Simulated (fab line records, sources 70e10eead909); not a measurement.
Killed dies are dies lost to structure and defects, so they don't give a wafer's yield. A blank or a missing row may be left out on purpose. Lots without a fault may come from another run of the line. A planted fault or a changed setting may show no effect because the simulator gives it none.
Chamber matching | flow nand_harc | NHARC_A_STAIRCASE_TRIM_229 on rie_diel-10: 4 sister chambers
The step chemistry O2, time 211.2 s. 8 wafers are shown with their chamber, then 9 later ones without.

WAFERS WITH THEIR CHAMBER
wafer  | chamber | showerhead_plenum_p_Torr (Torr) | drypump_motor_current_A (A)
L078.5 | 3       | 3.34                            | 5.5
L083.2 | 0       | 3.38                            | 5.7
L083.3 | 3       | 3.34                            | 5.6
L091.5 | 2       | 3.43                            | 5.2
L091.6 | 1       | 3.51                            | 5.7
L093.1 | 2       | 3.42                            | 5.2
L093.4 | 0       | 3.36                            | 5.7
L093.6 | 1       | 3.51                            | 5.7

WAFERS WITHOUT THEIR CHAMBER
wafer  | showerhead_plenum_p_Torr (Torr) | drypump_motor_current_A (A)
L096.3 | 3.35                            | 5.7
L096.4 | 3.50                            | 5.7
L096.5 | 3.35                            | 5.7
L096.1 | 3.31                            | 5.5
L096.2 | 3.42                            | 5.2
L096.6 | 3.50                            | 5.6
L097.1 | 3.50                            | 5.6
L097.2 | 3.35                            | 5.7
L097.5 | 3.31                            | 5.5

WHICH CHAMBER EACH WENT THROUGH
wafer  | from the rows above     | in truth
L096.3 | can't be placed: 0 or 3 | 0
L096.4 | 1                       | 1
L096.5 | can't be placed: 0 or 3 | 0
L096.1 | 3                       | 3
L096.2 | 2                       | 2
L096.6 | 1                       | 1
L097.1 | 1                       | 1
L097.2 | can't be placed: 0 or 3 | 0
L097.5 | 3                       | 3
Placed correctly: 6 of 9. Can't be placed from these rows: 3 (the true chamber is among the candidates in 3). Placed wrongly: 0.
How it was worked out, from the rows above alone: a wafer's distance from a chamber is the root of the sum, over the readings, of the square of ((its reading less the chamber's mean) divided by the reading's scatter). The wafer belongs to the nearest chamber; if the next one is less than 2 further off, it can't be placed. A chamber's mean is the mean of its shown wafers. The scatter: the root of (the sum of the squares of (reading less its chamber's mean) over the shown wafers, divided by (wafers less chambers)).
